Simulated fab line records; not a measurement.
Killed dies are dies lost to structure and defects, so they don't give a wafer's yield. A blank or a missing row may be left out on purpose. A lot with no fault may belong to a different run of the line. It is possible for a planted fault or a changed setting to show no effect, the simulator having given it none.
Comparing a struck lot with a sound one | flow n5_finfet | 20 out of 1938 route steps
Sound: wafers L813.1, L813.3, L813.4. Wafers L817.2, L817.4, L817.5 were the ones struck. Last of all comes the cause.
Order at every step that has rows: each side's tool, ch and its chambers, its first start. Under that, the readings that differ: sound wafers | struck wafers | difference of the means | sigmas: that difference in standard deviations of wafers without a fault.
alike: readings with means less than 2 such deviations apart, plus words and numbers identical on both sides. not compared: withheld readings, readings lacking a value on some wafer, bounds such as >300 that could conceal the same value, and numbers that have no deviation in the record and whose values overlap.
The two part at a step that has a row with sigmas, a row that says differs or no value, or rows on one side only. Numbers that don't overlap but have no deviation are shown without sigmas and don't part them. Lack of a reading on every wafer of one side parts them only where that side has two or more wafers.

first, 8 steps without rows for these wafers: N5_BEOL_M11_DESCUM_16 (chemistry O2, time 7.9 s); N5_BEOL_M11_ETCH_61 (etches SiARC in CF4, target depth 39 nm, time 65 s); N5_BEOL_M11_ETCH_62 (etches SOC in N2/H2, target depth 110 nm, overetch 22 nm, time 165 s); N5_BEOL_M11_STRIP_68 (strips in N2/H2); N5_BEOL_M11_STRIP_67 (strips in CF4); N5_BEOL_M11_HM_OPEN_17 (chemistry Cl2/BCl3, target TiN, target depth 20 nm, overetch 6 nm); N5_BEOL_M11_STRIP_19 (strips in O2); N5_BEOL_M11_COAT_63 (time 60 s, resist thk 100 nm).
N5_BEOL_M11_COAT_64: time 60 s, resist thk 30 nm.
  sound on litho_track-04 ch 0, day 10 12:56; struck on litho_track-04 ch 0, day 11 17:30
  reading                                     | sound                | struck               | difference | sigmas
  spin_speed_rpm (rpm)                        | 1499.6 1500.8 1500.3 | 1585.6 1586.8 1585.1 | +85.6      | +86
  model.SiARC_of_BEOL_M11_COAT_64.thk_nm (nm) | 30.2 30.2 30         | 29.2 29.2 29.2       | -0.9       |
  alike: exhaust_pa, plate_temp_C
then, 7 steps without rows for these wafers: N5_BEOL_M11_COAT_22 (resist thk 90 nm); N5_BEOL_M11_EBR_24; N5_BEOL_M11_SOFTBAKE_23 (time 60 s); N5_BEOL_M11_EXPOSE_25 (exposes mask V10); N5_BEOL_M11_PEB_26 (peb time 60 s); N5_BEOL_M11_DEVELOP_27 (develop time 30 s); N5_BEOL_M11_DESCUM_33 (chemistry O2, time 7.9 s).
N5_BEOL_M11_ETCH_65: etches SiARC in CF4, target depth 39 nm, time 65 s.
  sound on rie_diel-05 ch 0,1,2, day 10 13:26; struck on rie_diel-01 ch 0,1, day 11 18:44
  reading                                       | sound            | struck            | difference | sigmas
  etch_rf_on_time_s (s)                         | 65.7 64.9 63.4   | 61.5 61.6 61.5    | -3.1       | -3
  model.etch.depth_nm (nm)                      | 30.14 30.18 30.1 | 29.18 29.21 29.14 | -0.96      |
  model.CAR-ArF_of_BEOL_M11_COAT_22.thk_nm (nm) | 55.4 55 55       | 56.2 56.4 56.8    | +1.3       |
  alike: drypump_motor_current_A, oes_product_au, rf_vpp_V, showerhead_plenum_p_Torr, throttle_valve_pct
  not compared: rf_hours_counter_h
N5_BEOL_M11_ETCH_66: etches SOC in N2/H2, target depth 120 nm, overetch 24 nm, time 180 s.
  sound on rie_diel-05 ch 0,1,2, day 10 13:29; struck on rie_diel-01 ch 0,1, day 11 18:47
  reading                                     | sound        | struck         | difference | sigmas
  model.SiARC_of_BEOL_M11_COAT_64.thk_nm (nm) | 23 22.8 22.8 | 21.6 21.8 21.6 | -1.2       |
  alike: drypump_motor_current_A, oes_product_au, rf_vpp_V, showerhead_plenum_p_Torr, throttle_valve_pct
  not compared: rf_hours_counter_h
then, 1 step without rows for these wafers: N5_BEOL_M11_STRIP_69 (strips in N2/H2).
N5_PASSIVATION_PROBE_49:
  struck on prober-01, day 13 10:32; sound on prober-02, day 12 10:52
  reading      | sound    | struck   | difference | sigmas
  killed_short | 26 24 27 | 47 38 42 | +17        | +2
  alike: defect_limited_yield, killed_at_M0_to_M3, killed_at_M4_up, killed_at_contacts, killed_at_front_end, killed_at_other, killed_dies, killed_open, sort_bin_5_function, sort_bin_6_memory, sort_bin_8_speed, sort_n_pass, sort_yield_pct

== WHERE THEY PART ==
Earliest at N5_BEOL_M11_COAT_64; latest, in this record, at N5_PASSIVATION_PROBE_49.

WHY: whatever the simulator had introduced
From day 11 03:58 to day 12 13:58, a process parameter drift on litho_track-04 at N5_BEOL_M11_COAT_64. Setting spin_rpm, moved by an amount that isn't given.
